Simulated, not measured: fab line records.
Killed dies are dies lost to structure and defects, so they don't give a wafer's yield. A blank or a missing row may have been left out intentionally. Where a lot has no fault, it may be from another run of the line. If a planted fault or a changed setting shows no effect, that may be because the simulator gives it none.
Struck lot and sound lot, side by side || flow n5 finfet || 15 steps out of a route of 1938
Sound: these wafers, L936.4, L936.5, L936.6. Struck: wafer L951.2. (L951.3, L951.5 of the same lot were not struck and are left out.) The cause comes at the end.
At each step with rows: each side's tool, then ch and its chambers, then its first start. Under that, the readings that differ: sound wafers || struck wafers || difference of the means || sigmas: that difference in standard deviations of wafers without a fault.
alike: readings whose means differ by less than 2 such deviations, and words and numbers that are the same on both sides. not compared: withheld readings, readings that some wafer has no value for, bounds like >300 that may hide the same value, and numbers for which the record gives no deviation and whose values overlap.
A row with sigmas, a row that says differs or no value, or rows on one side alone: a step with any of these is where the two part. When numbers do not overlap yet have no deviation, they are printed without sigmas and do not part them. A reading that every wafer of one side lacks parts them only if that side has two wafers or more.

first, 7 steps without rows for these wafers: N5_HKMG_FIN_COAT_42 (time 60 s, resist thk 35 nm); N5_HKMG_FIN_COAT_43 (resist thk 90 nm); N5_HKMG_FIN_EBR_45; N5_HKMG_FIN_SOFTBAKE_44 (time 60 s); N5_HKMG_FIN_EXPOSE_46 (exposes mask NDIPOLE); N5_HKMG_FIN_PEB_47 (peb time 60 s); N5_HKMG_FIN_DEVELOP_48 (develop time 30 s).
N5_HKMG_FIN_CD_MEAS_49: the cd target is 202 nm.
  sound on cd sem-03 ch 0, day 4 16:02; struck on cd sem-02 ch 0, day 8 12:51
  alike: cd nm
N5_HKMG_FIN_OVL_MEAS_50:
  sound on overlay-01 ch 0, day 4 16:04; struck on overlay-01 ch 0, day 8 12:53
{"reading": "NDIPOLE_OVL (nm)", "sound": "-1.6 -1.8 -2.7", "struck": 0.7, "difference": "+2.7", "sigmas": "+3"}
N5_HKMG_FIN_INSPECT_61: inspects for defects (macro).
  sound on defect inspect-02, day 4 16:05; struck on defect inspect-02, day 8 12:55
  alike: raw defect count
N5_HKMG_FIN_DESCUM_53: chemistry O2, time 7.9 s.
  sound on rie diel-03 ch 0,1,3, day 4 16:08; struck on rie diel-03 ch 0, day 8 12:56
{"reading": "rf hours counter h (h)", "sound": "- - -", "struck": 39, "difference": "no value on the sound wafers", "sigmas": ""}
{"reading": "showerhead plenum p Torr (Torr)", "sound": "1.98 2.16 1.97", "struck": 2.15, "difference": "+0.11", "sigmas": "+2"}
  alike: drypump motor current A, oes product au, rf vpp V, throttle valve pct
N5_HKMG_FIN_ETCH_54: etches SiARC in CF4, target depth 45.5 nm, time 75.8 s.
  sound on rie diel-03 ch 0,1,3, day 4 16:11; struck on rie diel-03 ch 0, day 8 12:59
{"reading": "rf hours counter h (h)", "sound": "- - -", "struck": 39, "difference": "no value on the sound wafers", "sigmas": ""}
{"reading": "showerhead plenum p Torr (Torr)", "sound": "2.05 2.20 2.03", "struck": 2.19, "difference": "+0.10", "sigmas": "+2"}
  alike: cf4 flow sccm, drypump motor current A, etch rf on time s, oes product au, rf vpp V, throttle valve pct
N5_HKMG_FIN_ETCH_55: etches SOC in N2/H2, target depth 240 nm, time 300 s.
  sound on rie diel-03 ch 0,1,3, day 4 16:18; struck on rie diel-03 ch 0, day 8 13:02
{"reading": "rf hours counter h (h)", "sound": "- - -", "struck": 39, "difference": "no value on the sound wafers", "sigmas": ""}
{"reading": "rf vpp V (V)", "sound": "520.4 525.9 520.6", "struck": 526.0, "difference": "+3.7", "sigmas": "+2"}
{"reading": "run length s (s)", "sound": "323.5 322.9 323.6", "struck": 452.0, "difference": "+128.7", "sigmas": "+99 or more"}
{"reading": "showerhead plenum p Torr (Torr)", "sound": "2.44 2.60 2.38", "struck": 2.59, "difference": "+0.12", "sigmas": "+2"}
{"reading": "model.etch.depth nm (nm)", "sound": "237.8 244.8 233.8", "struck": 344.8, "difference": "+106.0", "sigmas": ""}
{"reading": "model.HKMG_FIN.feature depth nm (nm)", "sound": "237.8 244.8 233.8", "struck": 344.8, "difference": "+106.0", "sigmas": ""}
{"reading": "model.SiARC_of_HKMG_FIN_COAT_42.thk nm (nm)", "sound": "21.8 21.2 21.2", "struck": 15.4, "difference": -6.0, "sigmas": ""}
  alike: drypump motor current A, oes product au, throttle valve pct
then, 1 step without rows for these wafers: N5_HKMG_FIN_STRIP_56 (strips in N2/H2).
-- the record jumps here: 4 days lie between the struck wafers' starts before and after (it left off in module HKMG_FIN and takes up again in module BEOL_M4, whose first step shown is number 1111 of the route) --
N5_BEOL_M4_RC_MEAS_101:
  sound on prober-02 ch 0, day 8 19:16; struck on prober-02 ch 0, day 12 22:29
{"reading": "DIBL_P (mV/V)", "sound": "35.7 33.5 34.8", "struck": 38.7, "difference": "+4.0", "sigmas": "+2"}
{"reading": "IOFF_N (nA/um)", "sound": "0.135 0.111 0.135", "struck": 0.187, "difference": "+0.060", "sigmas": "+2"}
{"reading": "IOFF_P (nA/um)", "sound": "0.17 0.14 0.17", "struck": 0.26, "difference": "+0.10", "sigmas": "+3"}
{"reading": "ION_P (uA/um)", "sound": "455 454 460", "struck": 474, "difference": "+18", "sigmas": "+2"}
{"reading": "VT_N (mV)", "sound": "252 256 253", "struck": 244, "difference": -10, "sigmas": -3}
{"reading": "VT_P (mV)", "sound": "-256 -258 -254", "struck": -248, "difference": "+8", "sigmas": "+2"}
  alike: DIBL_N, ION_N, SS_N, SS_P

WHERE THEY PART
Last at N5_BEOL_M4_RC_MEAS_101 as far as this record goes, first at N5_HKMG_FIN_OVL_MEAS_50.

WHY: the cause the simulator had injected
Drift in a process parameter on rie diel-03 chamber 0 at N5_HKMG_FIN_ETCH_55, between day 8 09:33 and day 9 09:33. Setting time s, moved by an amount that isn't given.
